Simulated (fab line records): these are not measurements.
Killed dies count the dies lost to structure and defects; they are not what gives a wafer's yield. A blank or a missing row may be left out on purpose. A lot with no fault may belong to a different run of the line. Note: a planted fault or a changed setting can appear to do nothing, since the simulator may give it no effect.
fab line records ; flow n5-finfet
[record] lots = 5; wafers = 15; last-day = 18
route steps=1938 shown HKMG_FIN@445 BEOL_M4@1111 PASSIVATION@1936
lots with no fault: from the same line, run without faults
start-h: hours from the record's first day to the start of the lot's first wafer shown ; wait-h: hours from the lot's prior step to this one ; " the same as in the row above ; L1.1+2: several wafers, shown together as one row ; - no value, or no start given ; * or withheld: withheld ; < > ~ a bound
route shown NAME@n: names a module that has steps shown in the file, with the first one's number in the route ; usual: mean/standard deviation taken from wafers without a fault ; same: alike in all rows ; chamber/n: place in a boat ; sites: readings site by site ; _std_site: their standard deviation ; _edge_site: inner sites' mean taken away from outer sites' mean ; radius-mm: for every site, how far away it sits from the centre of the wafer ; mask NAME#n: copy n ; behind: the most recent tool/chamber to have shaped the wafer ; hold: cause of the lot's hold/its duration in hours/its outcome ; device: the transistor (n, p or np) that didn't switch ; end of line: tests run on the same wafers once the route is complete ; a step given without rows: its recipe and nothing more ; killed: dies that structure and defects cost at the first sort, which is not the same as the wafer's yield ; map: per-die view of a wafer (x killed, . not killed, _ where there is no die)
set.NAME: the run value of the setting; set.NAME@STEP: its run value at that earlier step ; model.NAME: the simulator's own value behind a step, which no gauge read
a table for each step, a row for each wafer; lots at some steps of the route
services: when a tool's chamber went out of use (start-h, in hours from the record's first day, below 0 if earlier), for how many hours, and the reason
[[steps]]
[step N5_HKMG_FIN_STRIP_89]
[recipe] chemistry = N2/H2; material = SOC; time-s = 20; power-w = 500; temp-c = 40; pressure-mtorr = 50; rf-frequency-hz = 6e+07; bias-power-w = 8; h2-frac = 0.5; n2-flow-sccm = 300; h2-flow-sccm = 300
[step N5_HKMG_FIN_WET_ETCH_87]
[recipe] chemistry = SC1; target = TiN; mix = 1:2:40; temp-c = 50; time-s = 154.2; target-depth-nm = 4.7; dry = ipa-marangoni; rinse-time-s = 30; rinse-temp-c = 23
[step N5_HKMG_FIN_STRIP_88]
[recipe] chemistry = N2/H2; power-w = 2500; temp-c = 300; h2-frac = 0.65; time-s = 360; pressure-mtorr = withheld; n2-flow-sccm = 1750; h2-flow-sccm = 3250
[step N5_HKMG_FIN_NWFM_ALD_20]
[recipe] material = TiAlC; target-thk-a = 20; temp-c = 300; ald-precursor-family = TiCl4; ald-co-reactant = TEA; pulse-time-s = 3; purge-time-s = 2; co-reactant-purge-time-s = 2; co-reactant-pulse-time-s = 10; ald-cycles = 7; pressure-torr = 3
[step N5_HKMG_FIN_ALD_71]
[recipe] material = TiN; target-thk-a = 10; temp-c = 400; ald-precursor-family = TiCl4; ald-co-reactant = NH3; pulse-time-s = 1; purge-time-s = 3; co-reactant-purge-time-s = 2; co-reactant-pulse-time-s = 2; ald-cycles = 47; pressure-torr = 3
[usual] ald-cycles = 47/0; heater-power-w = 842/79; precursor-pulse-height-rel = 1.001/0.02
[same] co-reactant-pulse-time-s = 2
lot.wafer;tool;chamber;start-h;wait-h;ald-cycles;heater-power-w;precursor-pulse-height-rel
L989.1;ald-metal-02;2;121.67;0.0;47;782;1.011
L989.3;ald-metal-02;3;121.67;0.0;47;951;1.014
L989.4;ald-metal-02;3;121.67;0.0;47;987;1.008
L994.1;ald-metal-03;2;148.53;0.0;47;818;1.015
L994.3;ald-metal-03;1;148.53;0.0;47;748;0.992
L994.6;ald-metal-03;1;148.53;0.0;47;733;0.996
L999.1;ald-metal-02;2;187.08;0.0;47;797;1.008
L999.3;ald-metal-02;0;187.08;0.0;47;903;0.995
L999.6;ald-metal-02;1;187.08;0.0;47;727;0.979
L101.3;ald-metal-01;2;191.13;0.0;47;872;0.992
L101.4;ald-metal-01;0;191.13;0.0;47;868;0.966
L101.5;ald-metal-01;0;191.13;0.0;47;869;1.030
L105.3;ald-metal-01;0;218.60;0.0;47;873;1.003
L105.5;ald-metal-01;2;218.60;0.0;47;879;1.040
L105.6;ald-metal-01;1;218.60;0.0;47;1015;1.000
[step N5_HKMG_FIN_COAT_66]
[recipe] resist = SOC; temp-c = 250; time-s = 60; spin-rpm = 1500; resist-thk-nm = 300
[step N5_HKMG_FIN_ETCH_67]
[recipe] chemistry = N2/H2; target = SOC; target-depth-a = 3889; stop-on = TiN; ion-energy-ev = 100; bias-w = 61; pressure-mtorr = 30; source-w = 850; n2-flow-sccm = 200; h2-flow-sccm = 200
[usual] drypump-motor-current-A = 5.7/0.53; n2-flow-sccm = 199.9/0.58; oes-product-au = 0.78/0.088; rf-fwd-power-W = 843.8/2.8; rf-vpp-V = 240.9/1.4; showerhead-plenum-p-Torr = 2.56/0.084; throttle-valve-pct = 17.74/0.25
lot.wafer;tool;chamber;start-h;wait-h;drypump-motor-current-A;n2-flow-sccm;oes-product-au;rf-fwd-power-W;rf-hours-counter-h;rf-vpp-V;showerhead-plenum-p-Torr;throttle-valve-pct
L989.1;rie-diel-05;0;122.08;-;5.5;199.2;0.81;840.0;92;238.9;2.48;17.81
L989.3;rie-diel-05;2;122.08;-;6.5;199.9;0.91;841.4;8;242.4;2.71;17.63
L989.4;rie-diel-05;1;122.08;-;5.4;200.3;0.70;844.8;220;239.7;2.50;17.82
L994.1;rie-diel-02;1;148.87;-;5.3;198.6;0.75;847.6;163;240.8;2.54;17.67
L994.3;rie-diel-02;2;148.87;-;4.7;199.6;0.79;845.8;108;242.5;2.65;17.26
L994.6;rie-diel-02;1;148.87;-;5.3;199.1;0.75;848.5;-;241.1;2.54;17.68
L999.1;rie-diel-02;0;187.51;-;5.5;200.1;0.78;842.7;131;240.6;2.57;17.80
L999.3;rie-diel-02;3;187.51;-;6.5;199.4;0.69;843.0;210;240.5;2.53;17.94
L999.6;rie-diel-02;0;187.51;-;5.5;200.9;0.78;841.4;-;239.9;2.57;17.79
L101.3;rie-diel-06;2;191.47;-;6.4;200.9;0.89;842.6;30;242.5;2.70;17.47
L101.4;rie-diel-06;1;191.47;-;5.6;200.3;0.68;843.1;-;240.2;2.58;17.99
L101.5;rie-diel-06;0;191.47;-;4.8;201.1;0.84;846.0;-;240.3;2.50;17.91
L105.3;rie-diel-05;2;218.98;-;6.5;199.9;0.85;842.6;40;242.6;2.70;17.69
L105.5;rie-diel-05;3;218.98;-;5.8;200.4;0.88;837.8;-;239.6;2.49;17.99
L105.6;rie-diel-05;2;218.98;-;6.5;199.4;0.84;841.7;-;242.7;2.70;17.71
[step N5_HKMG_FIN_STRIP_90]
[recipe] chemistry = N2/H2; material = SOC; time-s = 20; power-w = 500; temp-c = 40; pressure-mtorr = 50; rf-frequency-hz = 6e+07; bias-power-w = 8; h2-frac = 0.5; n2-flow-sccm = 300; h2-flow-sccm = 300
[usual] drypump-motor-current-A = 5.7/0.53; n2-flow-sccm = 299.8/0.9; oes-product-au = 0.79/0.087; rf-fwd-power-W = 496.7/1.7; rf-vpp-V = 54.3/0.85; showerhead-plenum-p-Torr = 3.38/0.11; throttle-valve-pct = 19.0/0.46
[same] time-s = 20
lot.wafer;tool;chamber;start-h;wait-h;drypump-motor-current-A;n2-flow-sccm;oes-product-au;rf-fwd-power-W;rf-hours-counter-h;rf-vpp-V;showerhead-plenum-p-Torr;throttle-valve-pct
L989.1;rie-diel-05;0;122.14;0.0;5.5;299.7;0.81;496.0;92;53.1;3.28;19.3
L989.3;rie-diel-05;2;122.14;0.0;6.5;298.8;0.92;493.8;8;54.6;3.57;19.0
L989.4;rie-diel-05;1;122.14;0.0;5.5;299.8;0.70;501.3;220;54.3;3.31;19.2
L994.1;rie-diel-02;1;148.93;0.0;5.3;299.4;0.75;497.2;163;55.0;3.35;18.9
L994.3;rie-diel-02;2;148.93;0.0;4.7;299.3;0.79;495.8;108;55.1;3.49;18.2
L994.6;rie-diel-02;1;148.93;0.0;5.3;300.1;0.75;497.1;-;54.3;3.35;18.9
L999.1;rie-diel-02;0;187.57;0.0;5.5;301.0;0.80;496.3;131;53.9;3.39;18.9
L999.3;rie-diel-02;3;187.57;0.0;6.5;300.3;0.71;495.0;210;55.3;3.33;18.8
L999.6;rie-diel-02;0;187.57;0.0;5.5;299.3;0.81;497.8;-;53.7;3.39;18.9
L101.3;rie-diel-06;2;191.53;0.0;6.4;298.9;0.90;492.5;31;55.4;3.55;18.3
L101.4;rie-diel-06;1;191.53;0.0;5.5;299.5;0.68;499.2;-;54.7;3.41;18.8
L101.5;rie-diel-06;0;191.53;0.0;4.8;299.1;0.85;500.0;-;52.5;3.31;19.7
L105.3;rie-diel-05;2;219.04;0.0;6.5;298.7;0.84;496.2;40;54.7;3.55;19.0
L105.5;rie-diel-05;3;219.04;0.0;5.7;299.3;0.89;495.4;-;55.9;3.30;19.5
L105.6;rie-diel-05;2;219.04;0.0;6.5;301.3;0.85;495.1;-;54.1;3.55;19.0
[step N5_HKMG_FIN_WET_ETCH_73]
[recipe] chemistry = SC1; mix = 1:2:40; temp-c = 50; time-s = 42.3; target-depth-nm = 1.3; dry = ipa-marangoni; rinse-time-s = 30; rinse-temp-c = 23
[step N5_HKMG_FIN_ETCHBACK_68]
[recipe] chemistry = Cl2/Ar; stop-on = HfO2; target-depth-a = 5; pressure-mtorr = 10; icp-w = 600; bias-w = 60; Cl2_flow_sccm = 40; Ar_flow_sccm = 60
[step N5_HKMG_FIN_STRIP_69]
[recipe] chemistry = N2/H2; power-w = 2500; temp-c = 300; h2-frac = 0.65; time-s = 360; pressure-mtorr = withheld; n2-flow-sccm = 1750; h2-flow-sccm = 3250
[step N5_HKMG_FIN_ALD_21]
[recipe] material = TiN; target-thk-a = 15; temp-c = 400; ald-precursor-family = TiCl4; ald-co-reactant = NH3; pulse-time-s = 1; purge-time-s = 3; co-reactant-purge-time-s = 2; co-reactant-pulse-time-s = 2; ald-cycles = 68; pressure-torr = 3
[usual] ald-cycles = 68/0; heater-power-w = 860/80; precursor-pulse-height-rel = 0.996/0.02
[same] co-reactant-pulse-time-s = 2
lot.wafer;tool;chamber;start-h;wait-h;ald-cycles;heater-power-w;precursor-pulse-height-rel
L989.1;ald-metal-01;2;122.82;0.3;68;868;0.990
L989.3;ald-metal-01;0;122.82;0.3;68;864;1.020
L989.4;ald-metal-01;1;122.82;0.3;68;1017;0.957
L994.1;ald-metal-03;1;149.74;0.3;68;745;0.979
L994.3;ald-metal-03;2;149.74;0.3;68;831;1.009
L994.6;ald-metal-03;3;149.74;0.3;68;771;0.996
L999.1;ald-metal-03;1;188.26;0.3;68;749;0.964
L999.3;ald-metal-03;0;188.26;0.3;68;883;1.033
L999.6;ald-metal-03;0;188.26;0.3;68;904;0.968
L101.3;ald-metal-02;2;192.21;0.1;68;801;0.983
L101.4;ald-metal-02;1;192.21;0.1;68;740;0.982
L101.5;ald-metal-02;0;192.21;0.1;68;905;1.000
L105.3;ald-metal-02;3;219.73;0.1;68;939;0.987
L105.5;ald-metal-02;0;219.73;0.1;68;890;0.983
L105.6;ald-metal-02;1;219.73;0.1;68;734;1.002
[step N5_HKMG_FIN_ALD_72]
[recipe] material = W; target-thk-a = 20; temp-c = 300; pressure-torr = 7.5; ald-precursor-family = WF6; ald-co-reactant = B2H6; pulse-time-s = 1; purge-time-s = 2; co-reactant-purge-time-s = 2; co-reactant-pulse-time-s = 3; ald-cycles = 7
[usual] ald-cycles = 7/0; heater-power-w = 519/33; precursor-pulse-height-rel = 1.001/0.019
[same] co-reactant-pulse-time-s = 3
lot.wafer;tool;chamber;start-h;wait-h;ald-cycles;heater-power-w;precursor-pulse-height-rel;model.W_of_HKMG_FIN_ALD_72.thk-nm
L989.1;cvd-w-02;0;123.18;0.2;7;481;1.026;1.8
L989.3;cvd-w-02;0;123.18;0.2;7;497;1.011;1.8
L989.4;cvd-w-02;1;123.18;0.2;7;544;0.979;2
L994.1;cvd-w-01;0;150.10;0.2;7;534;1.004;2
L994.3;cvd-w-01;0;150.10;0.2;7;530;0.982;2
L994.6;cvd-w-01;1;150.10;0.2;7;466;0.978;2
L999.1;cvd-w-01;0;188.62;0.2;7;540;0.987;1.8
L999.3;cvd-w-01;0;188.62;0.2;9;539;0.974;2.4
L999.6;cvd-w-01;0;188.62;0.2;7;521;1.013;1.8
L101.3;cvd-w-02;0;192.59;0.2;7;501;1.023;1.8
L101.4;cvd-w-02;1;192.59;0.2;7;567;1.006;2
L101.5;cvd-w-02;1;192.59;0.2;7;535;1.014;2
L105.3;cvd-w-02;1;220.11;0.2;7;570;0.965;2
L105.5;cvd-w-02;1;220.11;0.2;7;544;0.973;1.8
L105.6;cvd-w-02;0;220.11;0.2;7;488;1.032;1.6
[step N5_HKMG_FIN_W_FILL_22]
[recipe] material = W; target-thk-a = 600; temp-c = 400; pressure-torr = 39.4; time-s = 18.2
[usual] heater-power-w = 929/60; throttle-valve-pct = 18.8/1.6
[same] time-s = 18.2
lot.wafer;tool;chamber;start-h;wait-h;heater-power-w;throttle-valve-pct
L989.1;cvd-w-02;0;123.24;0.0;873;17.6
L989.3;cvd-w-02;0;123.24;0.0;911;17.7
L989.4;cvd-w-02;1;123.24;0.0;995;17.6
L994.1;cvd-w-01;0;150.16;0.0;954;21.9
L994.3;cvd-w-01;0;150.16;0.0;966;21.7
L994.6;cvd-w-01;1;150.16;0.0;825;20.3
L999.1;cvd-w-01;0;188.74;0.1;955;22.1
L999.3;cvd-w-01;0;188.74;0.1;982;22.0
L999.6;cvd-w-01;0;188.74;0.1;955;21.9
L101.3;cvd-w-02;0;192.64;0.0;873;17.7
L101.4;cvd-w-02;1;192.64;0.0;1012;18.0
L101.5;cvd-w-02;1;192.64;0.0;1020;17.8
L105.3;cvd-w-02;1;220.16;0.0;1010;18.4
L105.5;cvd-w-02;1;220.16;0.0;985;18.2
L105.6;cvd-w-02;0;220.16;0.0;891;17.6
[step N5_BEOL_M4_RC_MEAS_101]
[usual] DIBL_N = 37.1/2.4; DIBL_P = 37/3; IOFF_N = 0.18/0.053; IOFF_P = 0.21/0.05; ION_N = 674/14; ION_P = 459/9.2; SS_N = 72.1/0.9; SS_P = 73.4/0.89; VT_N = 250/3.8; VT_P = -251/3.7
lot.wafer;tool;chamber;start-h;wait-h;DIBL_N[mV/V];DIBL_P[mV/V];IOFF_N[nA/um];IOFF_P[nA/um];ION_N[uA/um];ION_P[uA/um];SS_N[mV/dec];SS_P[mV/dec];VT_N[mV];VT_P[mV]
L989.1;prober-02;0;213.64;0.0;35.3;34;0.14;0.21;671;457;70.7;72.4;249;-251
L989.3;prober-02;0;213.64;0.0;38.3;36;0.18;0.23;684;464;72.6;73.5;251;-248
L989.4;prober-02;0;213.64;0.0;35.8;33;0.14;0.18;651;453;71.8;72.6;255;-255
L994.1;prober-02;0;254.14;0.0;34.5;33;0.12;0.15;667;456;71.0;72.0;253;-258
L994.3;prober-02;0;254.14;0.0;36.3;37;0.17;0.20;675;456;71.9;73.2;248;-252
L994.6;prober-02;0;254.14;0.0;35.9;37;0.16;0.19;672;459;72.0;72.9;249;-252
L999.1;prober-02;0;282.45;0.0;36.1;37;0.17;0.24;683;474;71.3;73.0;246;-247
L999.3;prober-02;0;282.45;0.0;35.6;33;0.14;0.18;670;452;71.2;72.0;253;-251
L999.6;prober-02;0;282.45;0.0;36.8;37;0.18;0.24;683;471;72.2;73.0;248;-247
L101.3;prober-02;0;285.62;0.3;40.4;43;0.25;0.29;687;464;72.8;73.9;246;-246
L101.4;prober-02;0;285.62;0.3;37.4;39;0.19;0.22;671;460;71.9;73.5;250;-250
L101.5;prober-02;0;285.62;0.3;37.1;39;0.18;0.21;682;463;71.5;73.3;249;-251
L105.3;prober-01;0;312.76;0.3;37.9;37;0.19;0.20;679;455;72.6;72.7;249;-251
L105.5;prober-01;0;312.76;0.3;39.7;39;0.22;0.23;686;462;73.2;72.7;248;-248
L105.6;prober-01;0;312.76;0.3;40.3;40;0.21;0.24;682;449;72.5;74.8;248;-252
[step N5_PASSIVATION_PROBE_49]
[usual] defect-limited-yield = 91.6/1.4; killed_at_M0_to_M3 = 32/9.5; killed_at_M4_up = 13/6; killed-at-contacts = 12/5.6; killed-at-front-end = 39/11; killed-at-other = 2.8/2.3; killed-dies = 99/16; killed-open = 65/12; killed-short = 32/7.6; sort_bin_5_function = 4.8/0.88; sort_bin_6_memory = 3.2/0.65; sort-n-pass = 1077/29; sort-yield-pct = 91.2/2.5
[same] gross-dies = 1180; killed-at-back-side = 0; sort_bin_4_leakage[%] = 0; sort_bin_8_speed[%] = 0
lot.wafer;tool;chamber;start-h;wait-h;defect-limited-yield[%];killed_at_M0_to_M3;killed_at_M4_up;killed-at-contacts;killed-at-front-end;killed-at-other;killed-dies;killed-open;killed-short;sort_bin_5_function[%];sort_bin_6_memory[%];sort-n-pass;sort-yield-pct[%]
L989.1;prober-01;-;320.60;0.0;91.5;41;2;13;40;4;100;60;38;5.2;3.1;1080;91.5
L989.3;prober-01;-;320.70;0.1;93.6;20;10;9;31;6;76;47;23;3.6;2.1;1104;93.6
L989.4;prober-01;-;320.75;0.2;94.1;28;8;10;19;5;70;41;28;3.8;1.9;1110;94.1
L994.1;prober-02;-;368.62;0.0;91.7;33;9;12;43;1;98;69;27;5.0;3.1;1082;91.7
L994.3;prober-02;-;368.72;0.1;90.7;30;15;24;36;5;110;82;21;5.1;3.6;1070;90.7
L994.6;prober-02;-;368.87;0.3;89.7;41;17;18;43;3;122;68;40;4.9;4.3;1058;89.7
L101.3;prober-02;-;391.42;0.1;91.0;29;25;11;37;4;106;70;36;5.3;3.1;1074;91.0
L101.4;prober-02;-;391.47;0.2;91.6;18;22;16;35;8;99;68;30;6.1;2.2;1081;91.6
L101.5;prober-02;-;391.52;0.2;92.1;25;16;7;37;8;93;62;30;5.0;2.9;1087;92.1
L999.1;prober-02;-;397.30;0.6;92.8;35;2;12;35;1;85;52;30;4.3;2.7;1095;92.8
L999.3;prober-02;-;397.40;0.7;91.0;44;12;13;37;0;106;69;30;4.5;3.7;1074;91.0
L999.6;prober-02;-;397.55;0.9;91.8;30;11;8;47;1;97;52;35;4.7;2.3;1083;91.8
L105.3;prober-02;-;423.03;0.1;89.9;37;9;15;52;6;119;68;49;5.3;4.2;1061;89.9
L105.5;prober-02;-;423.13;0.2;91.4;37;11;2;42;9;101;61;35;4.7;3.1;1079;91.4
L105.6;prober-02;-;423.18;0.3;91.9;28;11;10;39;8;96;64;32;5.1;2.6;1084;91.9
// killed by level:class
L989.1 FIN_SAQP:geometric-particle:open=16 MOL_CONTACT_COAG:geometric-particle:open=11 BEOL_M0_SAQP:geometric-particle:short=11 BEOL_M0_SAQP:geometric-particle:open=8 BEOL_M3:geometric-particle:short=6 BEOL_M1:geometric-particle:open=5 FIN_SAQP:geometric-particle:short=4 SPACER0:geometric-particle:open=4
L989.3 MOL_CONTACT_COAG:geometric-particle:open=8 BEOL_M4:geometric-particle:open=6 FIN_SAQP:geometric-particle:short=5 BEOL_M0_SAQP:geometric-particle:open=5 BEOL_M3:geometric-particle:open=5 HKMG_FIN:area-etch=5 DUMMY_GATE:geometric-particle:open=4 BEOL_M1:geometric-particle:open=4
L989.4 BEOL_M0_SAQP:geometric-particle:short=7 MOL_CONTACT_COAG:geometric-particle:open=6 FIN_SAQP:geometric-particle:open=5 BEOL_M2:geometric-particle:open=5 STARTING-WAFER:geometric-particle:short=5 MOL_CONTACT_COAG:geometric-particle:short=4 BEOL_M0_SAQP:geometric-particle:open=4 BEOL_M3:geometric-particle:open=4
L994.1 STI_FIN_REVEAL:geometric-particle:open=14 MOL_CONTACT_COAG:geometric-particle:open=11 BEOL_M2:geometric-particle:open=8 BEOL_M3:geometric-particle:open=8 FIN_SAQP:geometric-particle:short=5 FIN_SAQP:geometric-particle:open=5 GATE_CUT:geometric-particle:short=4 BEOL_M0_SAQP:geometric-particle:short=4
L994.3 MOL_CONTACT_COAG:geometric-particle:open=18 STI_FIN_REVEAL:geometric-particle:open=17 BEOL_M2:geometric-particle:open=9 BEOL_M1:geometric-particle:open=8 BEOL_M4:geometric-particle:open=7 MOL_CONTACT_COAG:geometric-particle:short=6 HKMG_FIN:area-etch=5 FIN_SAQP:geometric-particle:open=3
L994.6 BEOL_M2:geometric-particle:open=12 MOL_CONTACT_COAG:geometric-particle:open=11 FIN_SAQP:geometric-particle:open=9 FIN_SAQP:geometric-particle:short=8 HKMG_FIN:area-etch=8 MOL_CONTACT_COAG:geometric-particle:short=7 BEOL_M1:geometric-particle:open=6 BEOL_M0_SAQP:geometric-particle:open=5
L101.3 STI_FIN_REVEAL:geometric-particle:open=12 BEOL_M4:geometric-particle:open=11 MOL_CONTACT_COAG:geometric-particle:open=10 BEOL_M1:geometric-particle:open=9 BEOL_M4:geometric-particle:short=7 DUMMY_GATE:geometric-particle:open=6 GATE_CUT:geometric-particle:short=5 BEOL_M0_SAQP:geometric-particle:short=5
L101.4 MOL_CONTACT_COAG:geometric-particle:open=14 BEOL_M4:geometric-particle:open=9 STI_FIN_REVEAL:geometric-particle:open=8 FIN_SAQP:geometric-particle:open=6 STI_FIN_REVEAL:geometric-particle:short=4 BEOL_M1:geometric-particle:open=4 BEOL_M2:geometric-particle:open=4 BEOL_M4:geometric-particle:short=4
L101.5 STI_FIN_REVEAL:geometric-particle:open=17 BEOL_M3:geometric-particle:open=8 BEOL_M4:geometric-particle:open=8 BEOL_M0_SAQP:geometric-particle:short=7 MOL_CONTACT_COAG:geometric-particle:open=6 BEOL_M1:geometric-particle:short=4 FIN_SAQP:geometric-particle:short=3 STI_FIN_REVEAL:geometric-particle:short=3
L999.1 BEOL_M2:geometric-particle:open=10 MOL_CONTACT_COAG:geometric-particle:open=8 FIN_SAQP:geometric-particle:short=7 BEOL_M0_SAQP:geometric-particle:open=7 BEOL_M1:geometric-particle:open=7 GATE_CUT:geometric-particle:short=6 DUMMY_GATE:geometric-particle:open=5 MOL_CONTACT_COAG:geometric-particle:short=4
L999.3 BEOL_M0_SAQP:geometric-particle:open=13 MOL_CONTACT_COAG:geometric-particle:open=11 BEOL_M2:geometric-particle:open=9 FIN_SAQP:geometric-particle:short=7 BEOL_M0_SAQP:geometric-particle:short=7 BEOL_M1:geometric-particle:open=7 FIN_SAQP:geometric-particle:open=5 STI_FIN_REVEAL:geometric-particle:open=5
L999.6 FIN_SAQP:geometric-particle:open=12 BEOL_M2:geometric-particle:open=10 FIN_SAQP:geometric-particle:short=8 BEOL_M0_SAQP:geometric-particle:short=7 HKMG_FIN:area-etch=7 STI_FIN_REVEAL:geometric-particle:open=6 MOL_CONTACT_COAG:geometric-particle:open=5 BEOL_M0_SAQP:geometric-particle:open=4
L105.3 BEOL_M0_SAQP:geometric-particle:short=15 BEOL_M0_SAQP:geometric-particle:open=11 MOL_CONTACT_COAG:geometric-particle:open=10 FIN_SAQP:geometric-particle:open=9 STI_FIN_REVEAL:geometric-particle:open=9 FIN_SAQP:geometric-particle:short=8 BEOL_M2:geometric-particle:open=7 GATE_CUT:geometric-particle:short=6
L105.5 FIN_SAQP:geometric-particle:short=9 FIN_SAQP:geometric-particle:open=8 BEOL_M1:geometric-particle:open=8 STI_FIN_REVEAL:geometric-particle:open=6 BEOL_M0_SAQP:geometric-particle:open=5 BEOL_M0:geometric-particle:open=5 BEOL_M2:geometric-particle:open=5 BEOL_M4:geometric-particle:open=5
L105.6 MOL_CONTACT_COAG:geometric-particle:open=8 BEOL_M4:geometric-particle:open=8 STI_FIN_REVEAL:geometric-particle:open=7 BEOL_M0_SAQP:geometric-particle:short=7 FIN_SAQP:geometric-particle:short=6 BEOL_M3:geometric-particle:open=6 DUMMY_GATE:geometric-particle:open=4 BEOL_M0:geometric-particle:open=4
[[services]]
tool;chamber;start-h;hours;kind
ald-metal-03;-;99.22;0.8;repair
ald-metal-03;-;105.92;14.6;pm
ald-metal-02;1;110.16;20.2;repair
cvd-w-01;-;110.32;0.5;repair
rie-diel-05;2;111.68;4.3;repair
rie-diel-05;3;123.51;-;clean
rie-diel-05;3;123.51;-;consumable-replace:focus-ring
rie-diel-05;3;123.51;17.8;scheduled-down
rie-diel-05;3;123.51;17.8;vent-cycle
rie-diel-05;0;153.50;6.6;repair
ald-metal-03;-;156.72;0.3;repair
ald-metal-01;-;164.29;0.6;repair
rie-diel-06;3;172.77;-;clean
rie-diel-06;3;172.77;-;consumable-replace:focus-ring
rie-diel-06;3;172.77;22.0;scheduled-down
rie-diel-06;3;172.77;22.0;vent-cycle
cvd-w-01;1;184.27;8.4;repair
ald-metal-02;-;198.18;6.0;pm
rie-diel-05;-;198.73;14.6;pm
ald-metal-02;-;205.63;1.7;repair
rie-diel-06;1;206.72;-;clean
rie-diel-06;1;206.72;-;consumable-replace:focus-ring
rie-diel-05;1;216.85;-;clean
rie-diel-05;1;216.85;-;consumable-replace:focus-ring
[[key]]
[first-sign] step = N5_HKMG_FIN_ALD_72; reading = ald-cycles; direction = up; sigmas = 99+; usual = *; struck = *
effect none on later readings
[model-effect] step = N5_HKMG_FIN_ALD_72; value = W_of_HKMG_FIN_ALD_72.thk-nm; without = 1.8; struck = 2.4
met-at N5_HKMG_FIN_ALD_72
struck-wafers L999.3
onset-between 150.10 188.62
[fault] kind = process-parameter-drift; tool = cvd-w-01; chamber = -; onset-h = 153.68; steps = N5_HKMG_FIN_ALD_72; channel = ald-cycles; offset = *; shape = step; end-h = 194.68; scope = struck-wafers-only; stated = *
